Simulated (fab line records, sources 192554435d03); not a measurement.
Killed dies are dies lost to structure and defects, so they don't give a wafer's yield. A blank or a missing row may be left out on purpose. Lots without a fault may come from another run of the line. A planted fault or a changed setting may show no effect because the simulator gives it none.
Chamber matching | flow n5_finfet | N5_GATE_CUT_ETCH_37 on rie_diel-02: 4 sister chambers
The step etches SOC in N2/H2, target depth 60 nm, overetch 12 nm, time 90 s. 14 wafers are shown with their chamber, then 7 later ones without.

WAFERS WITH THEIR CHAMBER
wafer  | chamber | drypump_motor_current_A (A) | showerhead_plenum_p_Torr (Torr) | throttle_valve_pct (%)
L079.1 | 2       | 5.1                         | 2.65                            | 17.97
L079.4 | 3       | 5.6                         | 2.62                            | 17.78
L079.5 | 0       | 6.6                         | 2.43                            | 18.07
L090.3 | 3       | 5.6                         | 2.61                            | 17.83
L090.4 | 2       | 5.1                         | 2.64                            | 18.00
L090.5 | 1       | 6.1                         | 2.56                            | 17.54
L092.3 | 3       | 5.6                         | 2.61                            | 17.81
L092.4 | 0       | 6.6                         | 2.42                            | 18.11
L092.5 | 0       | 6.6                         | 2.42                            | 18.12
L093.1 | 3       | 5.6                         | 2.61                            | 17.83
L093.4 | 1       | 6.0                         | 2.56                            | 17.56
L093.6 | 3       | 5.6                         | 2.61                            | 17.82
L094.1 | 3       | 5.6                         | 2.60                            | 17.82
L094.5 | 3       | 5.6                         | 2.61                            | 17.81

SIGNATURES (means of the wafers above)
reading                  | chamber 0 | chamber 1 | chamber 2 | chamber 3 | scatter within a chamber
drypump_motor_current_A  | 6.600     | 6.050     | 5.100     | 5.600     | 0.0224
showerhead_plenum_p_Torr | 2.4233    | 2.5600    | 2.6450    | 2.6100    | 0.00563
throttle_valve_pct       | 18.1000   | 17.5500   | 17.9850   | 17.8143   | 0.0195
Rule: a wafer's distance from a chamber is the root of the sum, over the readings, of the square of ((its reading less the chamber's mean) divided by the reading's scatter). The wafer belongs to the nearest chamber; if the next one is less than 2 further off, it can't be placed. The scatter: the root of (the sum of the squares of (reading less its chamber's mean) over the shown wafers, divided by (wafers less chambers)).

WAFERS WITHOUT THEIR CHAMBER
wafer  | drypump_motor_current_A (A) | showerhead_plenum_p_Torr (Torr) | throttle_valve_pct (%)
L094.6 | 5.1                         | 2.64                            | 18.01
L096.1 | 5.6                         | 2.60                            | 17.82
L096.3 | 6.5                         | 2.42                            | 18.13
L096.6 | 5.1                         | 2.64                            | 18.00
L097.1 | 5.1                         | 2.64                            | 18.03
L097.2 | 5.6                         | 2.60                            | 17.84
L097.4 | 6.6                         | 2.42                            | 18.10

WHICH CHAMBER EACH WENT THROUGH
wafer  | from the rows above | in truth
L094.6 | 2                   | 2
L096.1 | 3                   | 3
L096.3 | 0                   | 0
L096.6 | 2                   | 2
L097.1 | 2                   | 2
L097.2 | 3                   | 3
L097.4 | 0                   | 0
Placed correctly: 7 of 7. Can't be placed from these rows: 0. Placed wrongly: 0.
